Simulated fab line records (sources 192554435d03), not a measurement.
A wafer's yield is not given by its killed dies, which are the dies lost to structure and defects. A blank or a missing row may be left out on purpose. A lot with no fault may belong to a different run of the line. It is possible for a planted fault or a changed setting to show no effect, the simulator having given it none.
Split-lot trial | flow n5 finfet | 21 wafers read from 7 lots, route of 1938 steps

THE SPLIT
At N5_BEOL_M15_ILD_DEP_00 (deposits SiO2 from TEOS/O2, target thk 1629.3 nm, time 346.1 s), the setting time s was moved away from the recipe's 346.1 s on 6 of the 21 wafers read, by -4.1% to +10.7%. This setting was run at the recipe's value on the other wafers.

Between the split and the reading, the file records no step.

THE READING
M15_ILD_THK, in nm, at N5_BEOL_M15_THK_MEAS_01. Fault-free wafers of this fab line usually give 1628 nm, standard deviation 23 nm.

wafer  | tool, chamber at the split | time s as run, s | against the recipe | M15_ILD_THK, nm | against lot-mates on the recipe
L076.1 | pecvd-03, 1                | 346.1            | recipe             | 1611            | -
L076.3 | pecvd-03, 0                | 346.1            | recipe             | 1597            | -
L076.5 | pecvd-03, 1                | 346.1            | recipe             | 1610            | -
L078.3 | pecvd-02, 1                | 346.1            | recipe             | 1616            | -
L078.4 | pecvd-02, 1                | 332              | -4.1%              | 1590            | -44
L078.6 | pecvd-02, 2                | 346.1            | recipe             | 1651            | -
L077.2 | pecvd-03, 2                | 371.5            | +7.3%              | 1713            | +115
L077.3 | pecvd-03, 1                | 346.1            | recipe             | 1598            | -
L077.6 | pecvd-03, 1                | 371.5            | +7.3%              | 1714            | +116
L080.3 | pecvd-02, 1                | 361.8            | +4.5%              | 1745            | +68
L080.4 | pecvd-02, 2                | 346.1            | recipe             | 1667            | -
L080.5 | pecvd-02, 1                | 346.1            | recipe             | 1687            | -
L083.3 | pecvd-01, 2                | 346.1            | recipe             | 1628            | -
L083.5 | pecvd-01, 0                | 346.1            | recipe             | 1622            | -
L083.6 | pecvd-01, 2                | 346.1            | recipe             | 1651            | -
L086.1 | pecvd-01, 2                | 346.1            | recipe             | 1611            | -
L086.3 | pecvd-01, 0                | 383.1            | +10.7%             | 1759            | +144
L086.5 | pecvd-01, 0                | 346.1            | recipe             | 1618            | -
L091.1 | pecvd-01, 0                | 346.1            | recipe             | 1609            | -
L091.3 | pecvd-01, 2                | 346.1            | recipe             | 1625            | -
L091.4 | pecvd-01, 1                | 365.9            | +5.7%              | 1719            | +102

THE FIT
A straight line over all 21 wafers: M15_ILD_THK changes by +13 nm for each +1% of time s; r = +0.87; the points scatter about the line by 27 nm.
The same after taking each lot's own level away (the mean of its wafers on the recipe; 21 wafers): +14.5 nm for each +1%; r = +0.98; scatter 11 nm.
The reading moves by 1.6e+02 nm for the largest change in time s, on that fit.
Measured against the standard deviation above, the lots' own levels, which go from 1598.0 to 1677.0 nm, span 3.4 times it.
So the slope is not independent of the lot-to-lot level: the two fits are not the same.
Check: for one of the wafers moved furthest among these (+10.7%), held out of the fit, the line's prediction against its lot-mates is +166 nm. It came out at +144 nm against them.

OTHER SPLITS APPLIED TO THESE WAFERS
Before the reading, these wafers also passed through other splits. Each is held against what the fit with the lots' levels taken away leaves over:
other split on the same wafers | wafers away from the commonest value | r with M15_ILD_THK (lot level and that fit taken away)
N5_BEOL_M14_PEB_08 peb temp c  | 8                                    | +0.26
N5_BEOL_M14_ETCH_59 time s     | 9                                    | -0.26

THE WHOLE CHAIN: every reading that the file lists as answering this split, in the file's order
step                    | what it does                                                   | reading                                                                             | change (the file's fit)              | r (the file's)
N5_BEOL_M15_ILD_DEP_00  | deposits SiO2 from TEOS/O2, target thk 1629.3 nm, time 346.1 s | SiO2_of_BEOL_M15_ILD_DEP_00.thk nm (the simulator's own value, which no gauge read) | +14.7 nm for each +1% of the setting | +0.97
N5_BEOL_M15_THK_MEAS_01 |                                                                | M15_ILD_THK                                                                         | +14.5 for each +1% of the setting    | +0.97
N5_BEOL_M15_VIA_ETCH_16 | etches SiO2 in C4F8/O2/Ar, target depth 1792.2 nm              | etch.depth nm (the simulator's own value, which no gauge read)                      | +14.7 nm for each +1% of the setting | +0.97
N5_BEOL_M15_ETCH_38     | etches SiCN in CF4/N2, target depth 106.4 nm, time 120.5 s     | SiO2_of_BEOL_M15_ILD_DEP_00.thk nm (the simulator's own value, which no gauge read) | +14.5 nm for each +1% of the setting | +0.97

FILE'S OWN FIT
M15_ILD_THK changes by +14.5 nm for each +1% of time s, r = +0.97.
